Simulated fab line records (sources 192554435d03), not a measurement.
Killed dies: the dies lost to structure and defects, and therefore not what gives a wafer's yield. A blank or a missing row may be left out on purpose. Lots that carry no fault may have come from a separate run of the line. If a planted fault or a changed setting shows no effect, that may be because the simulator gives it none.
Chamber matching + flow n5_finfet + N5_FIN_SAQP_FIN_ETCH_36 on rie_si-02 has 4 sister chambers
The step etches the open film in HBr/Cl2/O2, target depth 120 nm, time 50.4 s. 4 wafers are shown with their chamber, then 7 later ones without.

## EACH WAFER AND ITS CHAMBER
| wafer  | chamber | drypump_motor_current_A (A) |
|--------|---------|-----------------------------|
| L080.1 | 3       | 5.4                         |
| L082.3 | 0       | 5.8                         |
| L083.1 | 2       | 6.1                         |
| L083.3 | 1       | 5.4                         |

## WAFERS WITHOUT THEIR CHAMBER
| wafer  | drypump_motor_current_A (A) |
|--------|-----------------------------|
| L083.5 | 5.4                         |
| L087.1 | 6.1                         |
| L087.2 | 5.4                         |
| L087.5 | 5.4                         |
| L094.1 | 5.7                         |
| L094.2 | 6.1                         |
| L094.6 | 5.7                         |

## WHICH CHAMBER EACH ONE RAN IN
| wafer  | from the rows above     | in truth |
|--------|-------------------------|----------|
| L083.5 | can't be placed: 1 or 3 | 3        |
| L087.1 | 2                       | 2        |
| L087.2 | can't be placed: 1 or 3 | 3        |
| L087.5 | can't be placed: 1 or 3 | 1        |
| L094.1 | 0                       | 0        |
| L094.2 | 2                       | 2        |
| L094.6 | 0                       | 0        |
Placed correctly: 4 of 7. Cannot be placed on the basis of these rows: 3; the candidates contain the true chamber in 3. Number placed wrongly: 0.
How it was worked out, from the rows above alone: a wafer's distance from a chamber is the root of the sum, over the readings, of the square of ((its reading less the chamber's mean) divided by the reading's scatter). The wafer belongs to the nearest chamber; if the next one is less than 2 further off, it can't be placed. Each chamber's mean is taken over the wafers shown for it. The scatter: with one shown wafer a chamber, the root of the mean of the squares of how far each hidden wafer lies from its nearest shown one.
